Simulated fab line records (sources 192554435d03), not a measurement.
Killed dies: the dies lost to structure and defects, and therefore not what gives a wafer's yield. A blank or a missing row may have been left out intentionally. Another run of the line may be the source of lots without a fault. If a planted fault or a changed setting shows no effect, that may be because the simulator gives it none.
Split-lot trial || flow n5_finfet || route with 1938 steps; 7 lots, 21 wafers read

## ABOUT THE SPLIT
At N5_BEOL_M10_VIA_ETCH_34 (etches SiCOH lowk in C4F6/O2, target depth 184.5 nm, time 69.2 s), the setting bias_w was moved away from the recipe's 185 W on 5 of the 21 wafers read, by -11.2% to +13.5%. The other wafers ran this setting at the recipe's value.

The reading comes from the split's own step.

## THE READING
rf_vpp_V, in V, at N5_BEOL_M10_VIA_ETCH_34 (etches SiCOH lowk in C4F6/O2, target depth 184.5 nm, time 69.2 s). A value of 667 V with a standard deviation of 8.2 V is what fault-free wafers of this fab line usually give.

{"wafer": "L075.1", "tool, chamber at the split": "rie_diel-04, 0", "bias_w as run, W": 185, "against the recipe": "recipe", "rf_vpp_V, V": 664, "against lot-mates on the recipe": "-"}
{"wafer": "L075.2", "tool, chamber at the split": "rie_diel-04, 2", "bias_w as run, W": 185, "against the recipe": "recipe", "rf_vpp_V, V": 672, "against lot-mates on the recipe": "-"}
{"wafer": "L075.3", "tool, chamber at the split": "rie_diel-04, 1", "bias_w as run, W": 185, "against the recipe": "recipe", "rf_vpp_V, V": 655, "against lot-mates on the recipe": "-"}
{"wafer": "L076.1", "tool, chamber at the split": "rie_diel-01, 3", "bias_w as run, W": 185, "against the recipe": "recipe", "rf_vpp_V, V": 668, "against lot-mates on the recipe": "-"}
{"wafer": "L076.4", "tool, chamber at the split": "rie_diel-01, 2", "bias_w as run, W": 185, "against the recipe": "recipe", "rf_vpp_V, V": 662, "against lot-mates on the recipe": "-"}
{"wafer": "L076.5", "tool, chamber at the split": "rie_diel-01, 0", "bias_w as run, W": 185, "against the recipe": "recipe", "rf_vpp_V, V": 677, "against lot-mates on the recipe": "-"}
{"wafer": "L085.1", "tool, chamber at the split": "rie_diel-04, 1", "bias_w as run, W": 185, "against the recipe": "recipe", "rf_vpp_V, V": 656, "against lot-mates on the recipe": "-"}
{"wafer": "L085.3", "tool, chamber at the split": "rie_diel-04, 1", "bias_w as run, W": 210, "against the recipe": "+13.5%", "rf_vpp_V, V": 725, "against lot-mates on the recipe": "+69"}
{"wafer": "L085.6", "tool, chamber at the split": "rie_diel-04, 1", "bias_w as run, W": 210, "against the recipe": "+13.5%", "rf_vpp_V, V": 724, "against lot-mates on the recipe": "+68"}
{"wafer": "L087.1", "tool, chamber at the split": "rie_diel-06, 1", "bias_w as run, W": 185, "against the recipe": "recipe", "rf_vpp_V, V": 678, "against lot-mates on the recipe": "-"}
{"wafer": "L087.2", "tool, chamber at the split": "rie_diel-06, 2", "bias_w as run, W": 185, "against the recipe": "recipe", "rf_vpp_V, V": 673, "against lot-mates on the recipe": "-"}
{"wafer": "L087.3", "tool, chamber at the split": "rie_diel-06, 0", "bias_w as run, W": 168.6, "against the recipe": "-8.9%", "rf_vpp_V, V": 604, "against lot-mates on the recipe": -72}
{"wafer": "L089.4", "tool, chamber at the split": "rie_diel-01, 1", "bias_w as run, W": 185, "against the recipe": "recipe", "rf_vpp_V, V": 666, "against lot-mates on the recipe": "-"}
{"wafer": "L089.5", "tool, chamber at the split": "rie_diel-01, 2", "bias_w as run, W": 185, "against the recipe": "recipe", "rf_vpp_V, V": 661, "against lot-mates on the recipe": "-"}
{"wafer": "L089.6", "tool, chamber at the split": "rie_diel-01, 1", "bias_w as run, W": 198.4, "against the recipe": "+7.2%", "rf_vpp_V, V": 704, "against lot-mates on the recipe": "+40"}
{"wafer": "L090.1", "tool, chamber at the split": "rie_diel-06, 3", "bias_w as run, W": 164.3, "against the recipe": "-11.2%", "rf_vpp_V, V": 601, "against lot-mates on the recipe": -55}
{"wafer": "L090.2", "tool, chamber at the split": "rie_diel-06, 0", "bias_w as run, W": 185, "against the recipe": "recipe", "rf_vpp_V, V": 651, "against lot-mates on the recipe": "-"}
{"wafer": "L090.5", "tool, chamber at the split": "rie_diel-06, 3", "bias_w as run, W": 185, "against the recipe": "recipe", "rf_vpp_V, V": 661, "against lot-mates on the recipe": "-"}
{"wafer": "L091.3", "tool, chamber at the split": "rie_diel-06, 1", "bias_w as run, W": 185, "against the recipe": "recipe", "rf_vpp_V, V": 679, "against lot-mates on the recipe": "-"}
{"wafer": "L091.4", "tool, chamber at the split": "rie_diel-06, 3", "bias_w as run, W": 185, "against the recipe": "recipe", "rf_vpp_V, V": 660, "against lot-mates on the recipe": "-"}
{"wafer": "L091.5", "tool, chamber at the split": "rie_diel-06, 1", "bias_w as run, W": 185, "against the recipe": "recipe", "rf_vpp_V, V": 678, "against lot-mates on the recipe": "-"}

THE FIT
A straight line over all 21 wafers: rf_vpp_V changes by +5.08 V for each +1% of bias_w; r = +0.95; the points scatter about the line by 9.5 V.
The same after taking each lot's own level away (the mean of its wafers on the recipe; 21 wafers): +5.49 V for each +1%; r = +0.97; scatter 7.8 V.
According to that fit, moving bias_w by its largest amount changes the reading by 74 V.
Across the lots, their own levels run from 656.0 to 675.5 V, a range of 2.4 times the standard deviation given above.
The two slopes agree, so the slope changes little with the lot-to-lot level.
Check: for one of the wafers moved furthest among these (+13.5%), held out of the fit, the line's prediction against its lot-mates is +74.7 V. It came out at +69 V against them.
Tool readings at the split's step, against how far the setting was moved: rf_vpp_V r = +0.95.

## ADDITIONAL SPLITS CARRIED BY THESE WAFERS
These wafers also went through other splits before the reading. Each is held against what the fit with the lots' levels taken away leaves over:
{"other split on the same wafers": "N5_BEOL_M10_COAT_60 spin_rpm", "wafers away from the commonest value": 8, "r with rf_vpp_V (lot level and that fit taken away)": -0.47}

## THE WHOLE CHAIN: every reading that the file lists as answering this split, in the file's order
{"step": "N5_BEOL_M10_VIA_ETCH_34", "what it does": "etches SiCOH lowk in C4F6/O2, target depth 184.5 nm, time 69.2 s", "reading": "rf_vpp_V", "change (the file's fit)": "+5.63 V for each +1% of the setting", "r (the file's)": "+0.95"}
{"step": "N5_BEOL_M10_VIA_ETCH_34", "what it does": "etches SiCOH lowk in C4F6/O2, target depth 184.5 nm, time 69.2 s", "reading": "etch.depth_nm (the simulator's own value, which no gauge read)", "change (the file's fit)": "+0.529 nm for each +1% of the setting", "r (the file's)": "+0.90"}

## THE FILE'S OWN FIT
rf_vpp_V changes by +5.63 V for each +1% of bias_w, r = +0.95.
